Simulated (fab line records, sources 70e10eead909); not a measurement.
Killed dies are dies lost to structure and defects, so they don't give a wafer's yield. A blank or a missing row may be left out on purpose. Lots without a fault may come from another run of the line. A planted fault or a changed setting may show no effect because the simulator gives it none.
A struck lot beside a sound one | flow nand_harc | 17 steps out of a route of 1159
Sound: wafers L162.1, L162.3, L162.5. Struck: wafers L167.2, L167.3, L167.6. The cause comes at the end.
At each step with rows: each side's tool, then ch and its chambers, then its first start. Under that, the readings that differ: sound wafers | struck wafers | difference of the means | sigmas: that difference in standard deviations of wafers without a fault.
alike: readings whose means differ by less than 2 such deviations, and words and numbers that are the same on both sides. not compared: withheld readings, readings that some wafer has no value for, bounds like >300 that may hide the same value, and numbers for which the record gives no deviation and whose values overlap.
The two part at a step that has a row with sigmas, a row that says differs or no value, or rows on one side only. Numbers that don't overlap but have no deviation are shown without sigmas and don't part them. A reading that every wafer of one side lacks parts them only if that side has two wafers or more.

NHARC_P_ZERO_WELL_CD_MEAS_37: target cd 720 nm.
  sound on cd_sem-01 ch 0, day 3 04:22; struck on cd_sem-02 ch 0, day 4 09:51
  alike: cd_nm
then, 1 step without rows for these wafers: NHARC_P_ZERO_WELL_HARDBAKE_38 (time 80 s).
NHARC_P_ZERO_WELL_DESCUM_39: chemistry O2, time 3 s.
  sound on rie_diel-10 ch 0,2,3, day 3 04:32; struck on rie_diel-13 ch 0,1,3, day 4 10:01
  reading                | sound                | struck               | difference | sigmas
  throttle_valve_pct (%) | 11.302 11.298 11.288 | 11.316 11.323 11.311 | +0.021     | +2
  alike: drypump_motor_current_A, oes_product_au, rf_vpp_V, showerhead_plenum_p_Torr
  not compared: rf_hours_counter_h
then, 9 steps without rows for these wafers: NHARC_P_ZERO_WELL_IMPLANT_40; NHARC_P_ZERO_WELL_IMPLANT_59; NHARC_P_ZERO_WELL_IMPLANT_60; NHARC_P_ZERO_WELL_STRIP_41 (strips in SPM, time 840 s); NHARC_P_ZERO_WELL_DEHYDRATE_44 (time 120 s); NHARC_P_ZERO_WELL_HMDS_45 (time 30 s); NHARC_P_ZERO_WELL_COAT_46; NHARC_P_ZERO_WELL_SOFTBAKE_47 (time 95 s); NHARC_P_ZERO_WELL_EBR_48.
NHARC_P_ZERO_WELL_EXPOSE_49: exposes mask P HVPW, target cd 2000 nm.
  sound on krf_scanner-04 ch 0, day 3 05:52; struck on krf_scanner-02 ch 0, day 4 11:13
  reading | sound                      | struck                              | difference | sigmas
  mask    | P_HVPW#0 P_HVPW#0 P_HVPW#0 | P_HVPW_R1#0 P_HVPW_R1#0 P_HVPW_R1#0 | differs    |
  alike: reticle_temp_C
then, 2 steps without rows for these wafers: NHARC_P_ZERO_WELL_PEB_50 (peb time 85 s); NHARC_P_ZERO_WELL_DEVELOP_51 (time 70 s).
NHARC_P_ZERO_WELL_CD_MEAS_52: target cd 2000 nm.
  sound on cd_sem-01 ch 0, day 3 06:01; struck on cd_sem-01 ch 0
  reading    | sound                | struck               | difference | sigmas
  cd_nm (nm) | 2000.1 1996.3 2001.0 | 1720.7 1722.3 1720.8 | -277.9     | -99 or more
  not compared: hold
NHARC_END_SORT_01:
  the record has rows for the sound wafers here (prober-01 ch 0, day 21 11:38) and none for the struck ones

WHERE THEY PART
First at NHARC_P_ZERO_WELL_DESCUM_39; last, within this record, at NHARC_END_SORT_01.

WHY: what the simulator had put in
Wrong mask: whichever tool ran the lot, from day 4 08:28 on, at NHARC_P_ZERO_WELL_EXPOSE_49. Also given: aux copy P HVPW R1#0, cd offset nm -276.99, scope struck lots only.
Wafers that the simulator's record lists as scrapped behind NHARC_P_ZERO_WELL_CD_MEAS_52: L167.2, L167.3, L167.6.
